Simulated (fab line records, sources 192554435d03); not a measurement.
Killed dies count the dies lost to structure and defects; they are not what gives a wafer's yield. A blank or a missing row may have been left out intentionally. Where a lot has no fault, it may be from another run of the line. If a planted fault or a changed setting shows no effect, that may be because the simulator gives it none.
Split-lot study ; flow n5_finfet ; on a route of 1938 steps: 7 lots, 39 wafers read

== SPLIT DETAILS ==
At N5_WELL_APT_EPI_41 (deposits Si from SiH4/H2, target thk 50 nm, time 297.7 s), the setting target_thk_a was moved away from the recipe's 500 angstrom on 15 of the 39 wafers read, by -7.7% to +4.8%. The other wafers ran this setting at the recipe's value.

The split's own step is where the reading is taken.

== THE READING ==
Si_of_WELL_APT_EPI_41.thk_nm (the simulator's own value, which no gauge read), in nm, at N5_WELL_APT_EPI_41 (deposits Si from SiH4/H2, target thk 50 nm, time 297.7 s). The file does not state a usual value for it. Average 49.78 nm, standard deviation 0.7 nm, over the 24 wafers here run with the recipe.

wafer;tool, chamber at the split;target_thk_a as run, angstrom;against the recipe;Si_of_WELL_APT_EPI_41.thk_nm, nm;against lot-mates on the recipe
L074.1;epi_rpcvd-01, 0;521.1;+4.2%;52.14;+2.54
L074.2;epi_rpcvd-01, 0;500;recipe;49.08;-
L074.3;epi_rpcvd-01, 0;500;recipe;49.61;-
L074.4;epi_rpcvd-01, 0;500;recipe;50.12;-
L074.5;epi_rpcvd-01, 0;521.1;+4.2%;51.25;+1.65
L074.6;epi_rpcvd-01, 0;521.1;+4.2%;50.89;+1.29
L077.1;epi_rpcvd-03, 0;479.1;-4.2%;48.13;-2.20
L077.2;epi_rpcvd-03, 0;500;recipe;50.21;-
L077.3;epi_rpcvd-03, 0;500;recipe;50.51;-
L077.4;epi_rpcvd-03, 0;479.1;-4.2%;47.84;-2.49
L077.5;epi_rpcvd-03, 0;500;recipe;50.27;-
L077.6;epi_rpcvd-03, 0;479.1;-4.2%;48.2;-2.13
L080.1;epi_rpcvd-02, 0;461.3;-7.7%;45.5;-3.86
L080.2;epi_rpcvd-02, 0;461.3;-7.7%;45.7;-3.66
L080.3;epi_rpcvd-02, 0;461.3;-7.7%;45.99;-3.37
L080.4;epi_rpcvd-02, 0;500;recipe;49.14;-
L080.5;epi_rpcvd-02, 0;500;recipe;48.91;-
L080.6;epi_rpcvd-02, 0;500;recipe;50.03;-
L081.1;epi_rpcvd-01, 0;500;recipe;49.14;-
L081.2;epi_rpcvd-01, 0;500;recipe;49.21;-
L081.3;epi_rpcvd-01, 0;500;recipe;49.54;-
L081.4;epi_rpcvd-01, 0;500;recipe;49.41;-
L081.5;epi_rpcvd-01, 0;500;recipe;49.2;-
L081.6;epi_rpcvd-01, 0;500;recipe;50.08;-
L082.1;epi_rpcvd-01, 0;500;recipe;49.22;-
L082.2;epi_rpcvd-01, 0;469.5;-6.1%;46.18;-2.78
L082.3;epi_rpcvd-01, 0;469.5;-6.1%;46.04;-2.92
L082.4;epi_rpcvd-01, 0;500;recipe;48.82;-
L082.5;epi_rpcvd-01, 0;500;recipe;48.84;-
L082.6;epi_rpcvd-01, 0;469.5;-6.1%;46.4;-2.56
L087.1;epi_rpcvd-02, 0;523.8;+4.8%;53.32;+2.30
L087.2;epi_rpcvd-02, 0;500;recipe;51.11;-
L087.3;epi_rpcvd-02, 0;523.8;+4.8%;53.62;+2.60
L087.6;epi_rpcvd-02, 0;523.8;+4.8%;53.62;+2.60
L087.4;epi_rpcvd-02, 0;500;recipe;50.92;-
L087.5;epi_rpcvd-02, 0;500;recipe;51.04;-
L097.3;epi_rpcvd-01, 0;500;recipe;50.53;-
L097.4;epi_rpcvd-01, 0;500;recipe;50.21;-
L097.6;epi_rpcvd-01, 0;500;recipe;49.53;-

FIT RESULTS
A straight line over all 39 wafers: Si_of_WELL_APT_EPI_41.thk_nm changes by +0.553 nm for each +1% of target_thk_a; r = +0.94; the points scatter about the line by 0.72 nm.
The same after taking each lot's own level away (the mean of its wafers on the recipe; 39 wafers): +0.477 nm for each +1%; r = +0.98; scatter 0.34 nm.
According to that fit, moving target_thk_a by its largest amount changes the reading by 3.7 nm.
The span of the lots' own levels, 48.960 to 51.023 nm, comes to 2.9 times the standard deviation stated above.
So the lot-to-lot level changes the slope: the two fits differ.
Check: -3.67 nm against its lot-mates is what the line predicts for one of the wafers moved furthest among these (-7.7%) when that wafer is left out of the fit. It came out at -3.86 nm against them.

== THESE WAFERS: OTHER SPLITS ==
Before the reading, these wafers also passed through other splits. Each is held against what the fit with the lots' levels taken away leaves over:
other split on the same wafers;wafers away from the commonest value;r with Si_of_WELL_APT_EPI_41.thk_nm (lot level and that fit taken away)
N5_WELL_APT_EXPOSE_22 dose_mj;9;+0.08

== FILE'S OWN FIT ==
Si_of_WELL_APT_EPI_41.thk_nm changes by +0.477 nm for each +1% of target_thk_a, r = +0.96.
